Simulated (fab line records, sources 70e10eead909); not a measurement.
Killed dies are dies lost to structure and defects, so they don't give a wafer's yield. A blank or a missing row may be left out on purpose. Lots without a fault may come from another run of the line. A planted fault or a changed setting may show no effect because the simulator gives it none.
One fault seen from 3 desks | flow nand_harc | each desk has only its own numbers; what lay behind them comes last

THE DEFECT DESK
What the inspections along the route counted, lot by lot: means of the sampled wafers that have a number. A lot is out of limits, marked OUT, if its mean lies more than 4 standard deviations from the usual mean; the brackets give that distance.
Columns: A = raw_defect_count at NHARC_P_M0_INSPECT_11, usual 4.1
lot  | first seen here | A
L897 | day 5 21:40     | 2.7
L898 | day 6 11:06     | 6.0
L899 | day 6 21:19     | 2.7
L901 | day 7 14:59     | 4.7
L902 | day 8 03:09     | 4.3
L908 | day 10 15:20    | 5.0
L909 | day 11 06:20    | 2.7
L910 | day 11 07:35    | 6.3
L918 | day 14 12:16    | 4.0
L916 | day 14 17:27    | 4.0
L920 | day 15 13:58    | 2.7
This desk's finding: nothing out of limits on any of the 11 lots.

THE METROLOGY DESK
What the gauges read, lot by lot, whatever tool the lot ran on: means of the sampled wafers that have a number. A lot is out of limits, marked OUT, if its mean lies more than 4 standard deviations from the usual mean; the brackets give that distance.
Columns: A = cd_nm at NHARC_P_M1_CD_MEAS_09, usual 130.2 nm
lot  | first seen here | A
L897 | day 6 01:46     | 129.7
L898 | day 6 15:01     | 130.8
L899 | day 7 01:31     | 130.7
L901 | day 7 19:10     | 130.5
L902 | day 8 07:29     | 131.1
L908 | day 10 19:24    | 130.0
L909 | day 11 10:34    | 130.1
L910 | day 11 11:44    | 129.2
L918 | day 14 16:17    | 131.2
L916 | day 14 21:24    | 132.0
L920 | day 15 17:56    | 129.8
This desk's finding: nothing out of limits on any of the 11 lots.

THE TOOL OWNER'S DESK: litho_track-06
The tool's own readings at NHARC_P_M1_SOFTBAKE_04 (time 55 s): means of the sampled wafers that have a number, for each lot that ran on this tool. A lot is out of limits, marked OUT, if its mean lies more than 4 standard deviations from the usual mean; the brackets give that distance.
Columns: A = chill_plate_temp_C at NHARC_P_M1_SOFTBAKE_04, usual 22.99 C; B = heater_power_total_W at NHARC_P_M1_SOFTBAKE_04, usual 188.44 W
lot  | first seen here | A     | B
L897 | day 6 01:00     | 23.09 | 188.54
L899 | day 7 01:00     | 22.91 | 188.37
L901 | day 7 18:00     | 23.16 | 188.56
L908 | day 10 18:00    | 23.00 | 188.46
L918 | day 14 15:00    | 22.82 | 152.38 (-99 or more) OUT
L916 | day 14 20:00    | 22.99 | 152.38 (-99 or more) OUT
This desk's finding: out of limits on L916, L918; first on L918, day 14 15:00 (heater_power_total_W at NHARC_P_M1_SOFTBAKE_04). In limits: L897, L899, L901, L908.

PUT TOGETHER
The tool owner's desk could have raised an alarm at day 14 15:00, on L916, L918.
The defect desk saw nothing out of limits.
The metrology desk saw nothing out of limits.
The defect desk has L916, L918 on record, within its limits.
The metrology desk has L916, L918 on record, within its limits.
Of the lots named, all ran NHARC_P_M1_SOFTBAKE_04 on litho_track-06.

WHAT THE SIMULATOR HAD PUT IN
Process parameter drift: litho_track-06, from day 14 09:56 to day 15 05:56, at NHARC_P_M1_SOFTBAKE_04. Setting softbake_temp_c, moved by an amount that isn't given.
Lots struck among those shown: L916, L918.
Hours from the fault's start to each desk's first reading out of limits: the tool owner's desk, 5.
